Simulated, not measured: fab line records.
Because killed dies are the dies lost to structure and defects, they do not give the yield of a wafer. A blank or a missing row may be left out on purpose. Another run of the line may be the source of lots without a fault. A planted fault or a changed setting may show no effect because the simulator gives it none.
Comparing a struck lot with a sound one -- flow n5 finfet -- 14 steps out of a route of 1938
Sound: the wafers L703.2, L703.3, L703.4. Struck: wafer L709.4 (L709.1, L709.3, from the same lot, were not struck and are left out); the cause is given at the end.
Per side, at each step with rows, come the tool, then ch with its chambers, and then its first start. Under that, the readings that differ: sound wafers -- struck wafers -- difference of the means -- sigmas: that difference in standard deviations of wafers without a fault.
alike: readings whose means differ by less than 2 such deviations, and words and numbers that are the same on both sides. not compared: withheld readings, readings that some wafer has no value for, bounds like >300 that may hide the same value, and numbers for which the record gives no deviation and whose values overlap.
Wherever a step has rows on one side only, a row that says differs or no value, or a row with sigmas, the two part there. Numbers that have no deviation but don't overlap get no sigmas and don't part them. A reading missing from all wafers of one side parts the sides only when that side holds two or more wafers.

N5_MOL_CONTACT_COAG_PRE_CLEAN_142: time 60 s.
  struck on pvd sputter-01, day 7 01:47; sound on pvd sputter-02, day 5 12:20
  alike: heater power w
N5_MOL_CONTACT_COAG_SPUTTER_130: material Co, target thk 47.5 nm.
  struck on pvd sputter-01, day 7 01:51; sound on pvd sputter-02, day 5 12:23
reading,sound,struck,difference,sigmas
throttle valve pct (%),29.6 31.0 28.3,32.1,+2.5,+2
then, 2 steps without rows for these wafers: N5_MOL_CONTACT_COAG_PRECLEAN_125 (cleans in DIW, time 57.5 s); N5_MOL_CONTACT_COAG_SRD_126 (dry time 32 s).
N5_MOL_CONTACT_COAG_CMP_23: polishes, stops on SiO2, t overpolish 1.5 s, target thk 0 nm.
  sound on cmp-04 ch 0,2,3, day 5 12:34; struck on cmp-01 ch 3, day 7 02:02
  alike: motor current A, overpolish run s, time to endpoint s
then, 2 steps without rows for these wafers: N5_MOL_CONTACT_COAG_WET_ETCH_26 (target Co, target depth 13 nm); N5_MOL_CONTACT_COAG_WET_ETCH_116 (etches the open film in SC1-inhibited, target depth 4.6 nm, rinse time 30 s).
N5_MOL_CONTACT_COAG_ALD_27: deposits SiOC, target thk 17 nm, pulse time 1.5 s, time 2720 s.
  sound on ald sin-03 ch 0,2,3, day 5 13:23; struck on ald sin-02 ch 0, day 7 02:53
  alike: heater power w, precursor pulse height rel, susceptor temp C
N5_MOL_CONTACT_COAG_CMP_28: polishes, stops on SiNx, t overpolish 0.85 s, target thk 14.522 nm.
  sound on cmp-04 ch 1,2,3, day 5 14:58; struck on cmp-01 ch 2, day 7 04:28
  alike: motor current A, time to endpoint s
N5_MOL_CONTACT_COAG_THK_MEAS_29:
  struck on film metro-02, day 7 04:46; sound on film metro-02, day 5 15:15
  alike: MD_CAP_THK
N5_MOL_CONTACT_COAG_ALD_123: deposits SiNx, target thk 5 nm, pulse time 1 s, purge time 2 s.
  sound on ald sin-03 ch 0,2,3, day 5 15:17; struck on ald sin-03 ch 1, day 7 04:47
reading,sound,struck,difference,sigmas
susceptor temp C (C),400.00 399.56 400.41,405.85,+5.86,+24
  alike: heater power w, precursor pulse height rel
then, 1 step without rows for these wafers: N5_MOL_CONTACT_COAG_PECVD_31 (deposits SiO2 from TEOS/O2, target thk 46 nm, time 8.9 s).
-- here the record skips 4 days between the struck wafers' starts before and after, leaving off in module MOL_CONTACT_COAG and picking up in module BEOL_M4 (first step shown: number 1111 of the route) --
N5_BEOL_M4_RC_MEAS_101:
  sound on prober-01 ch 0, day 9 08:19; struck on prober-02 ch 0, day 10 18:38
  alike: DIBL_N, DIBL_P, IOFF_N, IOFF_P, ION_N, ION_P, SS_N, SS_P, VT_N, VT_P
-- record jumps: 5 days separate the struck wafers' starts on either side; left off in module BEOL_M4, taken up again in module PASSIVATION, whose first shown step is the route's number 1936 --
N5_PASSIVATION_PROBE_49:
  struck on prober-01, day 15 10:19; sound on prober-02, day 13 12:06
reading,sound,struck,difference,sigmas
killed at contacts,24 27 21,3,-21,-3
killed at front end,30 25 27,54,+27,+2
killed short,23 21 26,40,+17,+2
  alike: defect limited yield, killed_at_M0_to_M3, killed_at_M4_up, killed at other, killed dies, killed open, sort_bin_5_function, sort_bin_6_memory, sort n pass, sort yield pct

## WHERE THEY PART
Last at N5_PASSIVATION_PROBE_49 as far as this record goes, first at N5_MOL_CONTACT_COAG_SPUTTER_130.

WHY: what had been put in by the simulator
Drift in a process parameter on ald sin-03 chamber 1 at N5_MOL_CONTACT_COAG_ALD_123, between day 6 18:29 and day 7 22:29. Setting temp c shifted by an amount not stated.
